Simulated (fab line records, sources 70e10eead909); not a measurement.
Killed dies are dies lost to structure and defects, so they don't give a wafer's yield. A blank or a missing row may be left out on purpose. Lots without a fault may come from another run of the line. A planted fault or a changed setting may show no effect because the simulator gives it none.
fab line records | flow nand_harc
record lots=11 wafers=33 last_day=34
route steps=1302 shown A_STAIRCASE@701 END@1302
lots that met no fault: from a run of the same line without faults
start_h: hours from the record's first day to the start of the lot's first wafer shown | wait_h: hours since the lot's step before | " the same as in the row above | L1.1+2: a row that stands for several wafers | - no value, or no start given | * or withheld: withheld | < > ~ a bound
route shown NAME@n: a module of which the file shows steps, and the number in the route of the first | usual: mean/standard deviation of fault-free wafers | same: alike in all rows | chamber/n: place in a boat | sites: the reading at each site | _std_site: their standard deviation | _edge_site: outer sites' mean less inner sites' | radius_mm: how far each site lies from the wafer's centre | mask NAME#n: copy n | behind: the tool/chamber that last shaped the wafer | hold: why the lot was held/for how many hours/how that ended | device: the transistor (n, p or np) that didn't switch | end of line: the same wafers' tests at the end of the route | a step without rows: its recipe alone | killed: dies lost to structure and defects at the first sort, not the wafer's yield | map: a wafer's dies, x killed, . not, _ none there
set.NAME: the setting as run; set.NAME@STEP: as run at that earlier step | model.NAME: the simulator's own value behind a step, which no gauge read
steps of the route over a sample of lots; a table a step, a row a wafer
services: from which hour (start_h, from the record's first day; less than 0 if before it) a tool's chamber was out of use, for how many hours, and why
## steps
# step NHARC_A_STAIRCASE_TRIM_187
# recipe time_s=211.2 o2_flow_sccm=500 ar_flow_sccm=0 bias_w=0 chemistry=O2
# usual drypump_motor_current_A=5.7/0.32 oes_product_au=1.000/0.016 rf_vpp_V=57.7/0.88 showerhead_plenum_p_Torr=3.52/0.17 throttle_valve_pct=17.037/0.0087
# columns lot.wafer tool chamber start_h wait_h drypump_motor_current_A oes_product_au rf_hours_counter_h rf_vpp_V showerhead_plenum_p_Torr throttle_valve_pct
L672.1 rie_diel-09 0 365.01 0.1 6.0 0.990 13 57.1 3.77 17.039
L672.3 " 3 " " 5.4 0.996 11 57.5 3.45 17.025
L672.6 " 3 " " 5.4 0.999 - 57.1 3.45 17.033
L673.2 rie_diel-13 3 378.30 0.1 5.2 0.984 10 57.1 3.74 17.044
L673.1 " 2 " " 5.2 1.015 8 58.4 3.66 17.053
L673.5 " 0 " " 5.6 1.004 - 58.8 3.53 17.039
L675.2 rie_diel-13 2 383.09 0.1 5.2 1.018 10 59.2 3.66 17.026
L675.3 " 3 " " 5.2 0.980 11 58.9 3.74 17.045
L675.1 " 0 " " 5.6 1.006 12 56.9 3.53 17.028
L679.2 rie_diel-04 3 429.73 0.1 6.2 1.010 16 58.3 3.36 17.042
L679.4 " 1 " " 5.4 0.996 13 57.3 3.48 17.040
L679.5 " 2 " " 5.6 0.984 - 57.0 3.30 17.046
L681.1 rie_diel-09 1 435.98 0.2 5.9 1.001 32 57.6 3.40 17.025
L681.3 " 2 " " 6.3 0.993 36 57.1 3.64 17.044
L681.4 " 3 " " 5.4 1.006 - 55.6 3.44 17.042
L680.2 rie_diel-04 3 441.36 0.2 6.2 0.998 21 57.6 3.36 17.025
L680.4 " 0 " " 5.7 1.026 20 59.2 3.72 17.019
L680.6 " 2 " " 5.6 0.986 - 56.7 3.29 17.041
L686.4 rie_diel-04 0 498.32 0.1 5.7 1.021 36 57.8 3.71 17.017
L686.5 " 2 " " 5.6 1.003 - 56.7 3.28 17.036
L686.6 " 3 " " 6.2 0.997 - 57.9 3.35 17.022
L690.3 rie_diel-13 2 537.71 0.1 5.2 1.023 2 57.7 3.63 17.039
L690.6 " 0 " " 5.6 1.022 - 58.0 3.50 17.052
L690.5 " 1 " " 5.8 0.988 - 58.5 3.31 17.025
L692.4 rie_diel-04 1 557.84 0.1 5.4 0.969 3 58.2 3.46 17.024
L692.2 " 2 " " 5.6 0.980 3 57.4 3.81 17.032
L692.6 " 0 " " 5.7 1.023 - 57.2 3.70 17.029
L693.2 rie_diel-13 2 565.69 0.1 5.2 1.024 16 58.7 3.62 17.035
L693.3 " 3 " " 5.3 1.011 17 59.7 3.70 17.029
L693.5 " 1 " " 5.9 0.991 - 57.4 3.31 17.038
L695.4 rie_diel-04 3 592.93 0.1 6.2 1.015 15 55.5 3.33 17.030
L695.2 " 0 " " 5.7 1.031 12 57.4 3.70 17.039
L695.6 " 3 " " 6.2 0.998 - 57.6 3.34 17.025
# step NHARC_A_STAIRCASE_ETCH_197
# recipe target_depth_a=1000 time_s=40.5 ion_energy_ev=400 c4f8_flow_sccm=20 o2_flow_sccm=10 ar_flow_sccm=withheld rf_w=600 bias_w=1000 chemistry=C4F8/O2
# usual bias_w=1000.2/2.7 chamber_pressure_mTorr=25.001/0.024 oes_product_au=0.949/0.021 rf_vpp_V=896/5.8
# columns lot.wafer tool chamber start_h wait_h bias_w chamber_pressure_mTorr oes_product_au rf_hours_counter_h rf_vpp_V
L672.3 rie_diel-09 0 370.19 - 1001.4 25.010 0.918 17 903
L672.1 " 1 " " 998.4 25.026 0.997 10 891
L672.6 " 3 " " 1002.3 24.999 0.931 - 893
L673.2 rie_diel-13 2 379.52 - 1000.0 25.018 0.957 9 901
L673.1 " 3 " " 997.1 24.995 0.927 10 904
L673.5 " 3 " " 998.0 24.995 0.918 - 903
L675.2 rie_diel-13 0 387.26 - 1002.9 24.996 0.938 16 896
L675.1 " 1 " " 995.3 24.974 0.938 15 889
L675.3 " 3 " " 1002.5 25.011 0.916 14 903
L679.4 rie_diel-04 2 431.82 - - - - - -
L679.2 " 3 " " - - - - -
L679.5 " 1 " " - - - - -
L681.3 rie_diel-13 3 437.56 - - - - - -
L681.4 " 0 " " - - - - -
L681.1 " 1 " " - - - - -
L680.2 rie_diel-13 1 444.03 - 1000.2 24.977 0.958 35 890
L680.4 " 2 " " 1002.7 25.007 0.987 29 900
L680.6 " 2 " " 1001.9 25.026 0.978 - 901
L686.4 rie_diel-13 0 502.59 - 1002.0 24.986 0.938 54 897
L686.6 " 2 " " 1005.8 24.959 0.929 - 899
L686.5 " 3 " " 1001.0 24.992 0.908 - 902
L690.3 rie_diel-09 3 539.05 - 997.3 25.024 0.992 13 892
L690.6 " 2 " " 999.3 25.038 0.941 - 899
L690.5 " 3 " " 998.4 24.972 0.995 - 892
L692.4 rie_diel-04 0 559.04 - 997.8 24.996 0.984 5 903
L692.2 " 1 " " 1002.3 24.975 0.931 4 892
L692.6 " 1 " " 1004.0 24.979 0.923 - 893
L693.2 rie_diel-13 2 566.96 - 1000.9 24.985 0.959 17 901
L693.3 " 3 " " 995.2 24.972 0.946 17 902
L693.5 " 1 " " 1001.4 25.023 0.934 - 887
L695.2 rie_diel-04 0 594.14 - 999.4 24.994 0.971 13 903
L695.4 " 2 " " 996.8 24.986 0.929 16 905
L695.6 " 1 " " 999.5 24.932 0.938 - 893
# step NHARC_A_STAIRCASE_ETCH_199
# recipe target_depth_a=1000 time_s=40.5 ion_energy_ev=400 c4f8_flow_sccm=20 o2_flow_sccm=10 ar_flow_sccm=withheld rf_w=600 bias_w=1000 chemistry=C4F8/O2
# usual bias_w=1000/3.2 chamber_pressure_mTorr=24.996/0.024 oes_product_au=0.944/0.017 rf_vpp_V=897/6
# columns lot.wafer tool chamber start_h wait_h bias_w chamber_pressure_mTorr oes_product_au rf_hours_counter_h rf_vpp_V
L672.1 rie_diel-09 3 - - 1002 24.994 0.955 15 894
L672.3 " 1 " " 999 24.974 0.959 11 892
L672.6 " 3 " " 1002 25.032 0.954 - 894
L673.2 rie_diel-13 2 - - 1000 24.978 0.967 9 901
L673.1 " 3 " " 1001 24.994 0.926 10 904
L673.5 " 3 " " 1001 24.951 0.931 - 904
L675.2 rie_diel-13 1 - - 1003 24.991 0.951 15 889
L675.3 " 3 " " 999 25.012 0.930 14 903
L675.1 " 0 " " 1002 24.950 0.944 16 896
L679.2 rie_diel-04 2 - - 997 24.957 0.938 19 886
L679.4 " 3 " " 1002 24.994 0.923 17 889
L679.5 " 3 " " 1003 25.030 0.944 - 890
L681.1 rie_diel-13 2 - - 1005 24.993 0.976 25 899
L681.3 " 3 " " 1002 25.030 0.925 28 903
L681.4 " 0 " " 1004 24.993 0.935 31 896
L680.2 rie_diel-13 1 - - 1002 24.959 0.944 35 887
L680.4 " 0 " " 995 24.976 0.946 33 896
L680.6 " 1 " " 999 24.986 0.940 - 888
L686.4 rie_diel-13 3 - - 999 24.998 0.912 52 902
L686.6 " 3 " " 1002 24.977 0.908 - 903
L686.5 " 0 " " 999 25.016 0.935 - 896
L690.3 rie_diel-09 0 - - 998 24.990 0.941 12 904
L690.5 " 1 " " 994 24.969 0.934 - 892
L690.6 " 2 " " 1000 24.999 0.937 - 900
L692.2 rie_diel-04 1 - - 1001 24.985 0.929 4 893
L692.4 " 0 " " 996 24.923 0.979 5 902
L692.6 " 1 " " 1001 25.026 0.934 - 894
L693.3 rie_diel-13 3 - - 1000 25.003 0.954 18 901
L693.2 " 0 " " 1001 25.013 0.948 13 895
L693.5 " 3 " " 1004 24.999 0.950 - 904
L695.2 rie_diel-04 0 - - 995 25.016 0.980 13 902
L695.4 " 3 " " 998 24.986 0.952 16 890
L695.6 " 0 " " 1001 24.993 0.979 - 903
# step NHARC_A_STAIRCASE_TRIM_202
# recipe time_s=211.2 o2_flow_sccm=500 ar_flow_sccm=0 bias_w=0 chemistry=O2
# usual drypump_motor_current_A=5.7/0.34 oes_product_au=1.000/0.015 rf_vpp_V=57.8/0.89 showerhead_plenum_p_Torr=3.53/0.16 throttle_valve_pct=17.037/0.0092
# columns lot.wafer tool chamber start_h wait_h drypump_motor_current_A oes_product_au rf_hours_counter_h rf_vpp_V showerhead_plenum_p_Torr throttle_valve_pct
L672.3 rie_diel-09 3 - - 5.3 0.999 15 57.2 3.45 17.013
L672.1 " 0 " " 6.1 0.991 18 59.1 3.77 17.037
L672.6 " 2 " " 6.2 1.015 - 59.4 3.65 17.046
L673.1 rie_diel-13 3 - - 5.2 0.987 10 57.4 3.74 17.043
L673.2 " 0 " " 5.6 1.003 11 56.5 3.53 17.042
L673.5 " 0 " " 5.6 1.010 - 57.8 3.53 17.019
L675.3 rie_diel-13 0 - - 5.6 1.001 17 58.2 3.53 17.049
L675.1 " 1 " " 5.9 1.013 15 57.2 3.34 17.043
L675.2 " 3 " " 5.2 0.982 14 59.4 3.74 17.046
L679.2 rie_diel-04 2 - - 5.6 0.981 19 58.9 3.30 17.059
L679.4 " 0 " " 5.7 1.014 17 57.6 3.73 17.028
L679.5 " 2 " " 5.6 0.982 - 56.6 3.30 17.045
L681.1 rie_diel-13 0 - - 5.6 1.004 31 57.3 3.52 17.040
L681.4 " 1 " " 5.8 1.003 33 56.6 3.33 17.026
L681.3 " 3 " " 5.2 0.978 28 56.7 3.73 17.033
L680.2 rie_diel-13 2 - - 5.2 1.020 29 57.6 3.65 17.027
L680.4 " 0 " " 5.6 0.994 33 57.2 3.52 17.021
L680.6 " 1 " " 5.9 1.004 - 57.2 3.33 17.035
L686.4 rie_diel-13 0 - - 5.6 1.017 54 56.6 3.51 17.044
L686.5 " 0 " " 5.6 1.014 - 58.2 3.51 17.016
L686.6 " 1 " " 5.8 1.026 - 56.9 3.32 17.032
L690.3 rie_diel-09 3 - - 5.4 1.022 13 58.4 3.42 17.020
L690.5 " 3 " " 5.4 1.023 - 58.1 3.42 17.047
L690.6 " 0 " " 6.0 0.990 - 57.6 3.74 17.033
L692.2 rie_diel-04 1 - - 5.4 0.983 4 57.8 3.46 17.042
L692.4 " 3 " " 6.2 1.008 5 56.7 3.34 17.035
L692.6 " 0 " " 5.7 1.032 - 57.7 3.70 17.024
L693.2 rie_diel-13 2 - - 5.2 1.027 17 59.2 3.62 17.024
L693.3 " 1 " " 5.8 0.994 14 56.3 3.31 17.049
L693.5 " 2 " " 5.2 1.018 - 58.4 3.62 17.035
L695.4 rie_diel-04 3 - - 6.2 0.998 16 56.1 3.33 17.035
L695.2 " 1 " " 5.4 0.990 16 58.5 3.45 17.051
L695.6 " 2 " " 5.6 0.995 - 59.3 3.80 17.039
# step NHARC_END_SORT_01
# recipe temp_c=25
# usual killed_at_array=54/17 killed_at_other=0.7/1 killed_at_periphery=3.7/2.9 killed_dies=58/16 killed_open=3.2/1.9 killed_short=2.2/1.5
# same gross_dies=677
# columns lot.wafer tool chamber start_h wait_h killed_at_array killed_at_other killed_at_periphery killed_dies killed_open killed_short
L681.1 prober-02 0 645.61 2.5 671 2 4 677 1 1
L681.3 prober-02 0 647.20 3.1 672 2 3 677 6 0
L681.4 prober-02 0 647.99 3.4 674 0 3 677 5 0
L679.2 prober-01 0 654.08 2.8 676 0 1 677 3 3
L679.4 prober-01 0 655.68 3.4 676 0 1 677 2 3
L679.5 prober-01 0 656.48 3.7 675 1 1 677 5 3
L686.4 prober-01 0 708.59 3.3 33 0 7 40 5 3
L686.5 prober-01 0 709.38 3.6 48 0 6 54 4 6
L686.6 prober-01 0 710.16 3.9 44 0 5 49 8 2
# killed by level:class
L681.1 A_STAIRCASE:area_etch=600 A_SLIT:chamber_film_flake=32 A_CHANNEL_HOLE_D2:chamber_film_flake=28 A_CHANNEL_HOLE_D1:chamber_film_flake=5 P_GATE:chamber_film_flake=3 THIN_TSV:chamber_film_flake=2 A_STAIRCASE:chamber_film_flake=2 A_CHANNEL_FILL_D1:geometric_particle:open=1
L681.3 A_STAIRCASE:area_etch=592 A_CHANNEL_HOLE_D2:chamber_film_flake=33 A_SLIT:chamber_film_flake=29 A_CHANNEL_HOLE_D1:chamber_film_flake=4 A_CONTACT:chamber_film_flake=3 A_M1:geometric_particle:open=2 P_GATE:chamber_film_flake=2 A_CHANNEL_FILL_D1:chamber_film_flake=2
L681.4 A_STAIRCASE:area_etch=618 A_CHANNEL_HOLE_D2:chamber_film_flake=30 A_SLIT:chamber_film_flake=15 A_CONTACT:chamber_film_flake=3 A_BLC:geometric_particle:open=2 P_GATE:chamber_film_flake=2 A_CHANNEL_HOLE_D1:chamber_film_flake=2 A_CHANNEL_FILL_D1:geometric_particle:open=1
L679.2 A_STAIRCASE:area_etch=624 A_CHANNEL_HOLE_D2:chamber_film_flake=38 A_CHANNEL_HOLE_D1:chamber_film_flake=4 A_CHANNEL_FILL_D2:chamber_film_flake=2 A_CONTACT:chamber_film_flake=2 P_CONTACT:geometric_particle:open=1 A_CHANNEL_HOLE_D1:geometric_particle:short=1 A_CHANNEL_FILL_D1:geometric_particle:open=1
L679.4 A_STAIRCASE:area_etch=627 A_CHANNEL_HOLE_D2:chamber_film_flake=32 A_CHANNEL_HOLE_D1:chamber_film_flake=3 A_SLIT:chamber_film_flake=3 A_BLC:geometric_particle:open=2 A_CHANNEL_FILL_D1:chamber_film_flake=2 A_CONTACT:chamber_film_flake=2 A_ONON_D1:geometric_particle:short=1
L679.5 A_STAIRCASE:area_etch=625 A_CHANNEL_HOLE_D2:chamber_film_flake=34 A_CHANNEL_HOLE_D1:chamber_film_flake=5 A_ONON_D1:geometric_particle:short=2 A_CONTACT:chamber_film_flake=2 P_STI:geometric_particle:open=1 A_ONON_D1:geometric_particle:open=1 A_CHANNEL_FILL_D1:geometric_particle:open=1
L686.4 A_CHANNEL_HOLE_D2:chamber_film_flake=12 A_CONTACT:chamber_film_flake=6 P_GATE:chamber_film_flake=3 A_WL_FILL:geometric_particle:short=2 P_ZERO_WELL:chamber_film_flake=2 A_SLIT:chamber_film_flake=2 A_BONDPAD:chamber_film_flake=2 P_STI:geometric_particle:open=1
L686.5 A_CHANNEL_HOLE_D2:chamber_film_flake=20 A_CONTACT:chamber_film_flake=8 A_CHANNEL_HOLE_D1:chamber_film_flake=7 P_BONDPAD:chamber_film_flake=3 A_SLIT:chamber_film_flake=3 A_WL_FILL:geometric_particle:short=2 A_WL_FILL:geometric_particle:open=2 P_CONTACT:geometric_particle:short=1
L686.6 A_CHANNEL_HOLE_D2:chamber_film_flake=12 A_SLIT:chamber_film_flake=6 A_CHANNEL_HOLE_D1:chamber_film_flake=5 A_CONTACT:chamber_film_flake=5 A_STAIRCASE:chamber_film_flake=4 A_CONTACT:geometric_particle:open=2 A_BLC:geometric_particle:open=2 P_BONDPAD:chamber_film_flake=2
## services
# columns tool chamber start_h hours kind
rie_diel-13 - 342.16 9.0 pm
rie_diel-13 0 342.16 9.0 vent_cycle
rie_diel-13 1 342.16 9.0 vent_cycle
rie_diel-13 2 342.16 9.0 vent_cycle
rie_diel-13 3 342.16 9.0 vent_cycle
rie_diel-04 2 347.03 6.0 repair
rie_diel-13 0 351.16 - clean
rie_diel-13 1 351.16 - clean
rie_diel-13 1 351.16 - consumable_replace:focus_ring
rie_diel-13 2 351.16 - clean
rie_diel-13 3 351.16 - clean
rie_diel-04 0 353.25 1.8 repair
rie_diel-04 3 353.40 8.5 repair
rie_diel-09 1 356.47 11.1 repair
rie_diel-04 - 357.14 9.0 pm
rie_diel-13 0 375.66 - clean
rie_diel-13 1 375.66 - clean
rie_diel-13 2 384.14 13.5 repair
rie_diel-09 1 399.58 2.5 repair
rie_diel-09 1 443.80 8.7 repair
rie_diel-09 - 497.14 9.0 pm
rie_diel-13 - 519.23 9.0 pm
rie_diel-04 - 534.14 9.0 pm
rie_diel-13 0 543.73 4.0 repair
## key
first_sign step=NHARC_A_STAIRCASE_ETCH_197 reading=tool_record direction=missing
effect step=NHARC_END_SORT_01 reading=killed_dies direction=up sigmas=38 usual=58 struck=677
more_kills_born_at NHARC_A_STAIRCASE_ETCH_197@rie_diel-04=1876 NHARC_A_STAIRCASE_ETCH_197@rie_diel-13=1808
met_at NHARC_A_STAIRCASE_ETCH_197
struck_lots L679,L681
later_rows_left_out L679.2,L679.4,L679.5,L681.1,L681.3,L681.4
tester_left_out L679,L681
not_acting_at NHARC_A_STAIRCASE_TRIM_187,NHARC_A_STAIRCASE_ETCH_199,NHARC_A_STAIRCASE_TRIM_202
onset_between 387.26 431.82
fault kind=skipped_step_whole tool=rie_diel-04,rie_diel-13 chamber=- onset_h=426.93 steps=NHARC_A_STAIRCASE_ETCH_197 scope=struck_lots_only
# tester_left_out: of these lots the tester's yield and bins aren't shown, on N5 and GAA mostly nor the transistor test; their killed dies are dies lost to structure and defects alone, not to doping, threshold or leakage, so they don't give the yield
# later_rows_left_out: the simulator's readings of these wafers behind a module that went badly wrong aren't trusted and aren't shown, but for the sort
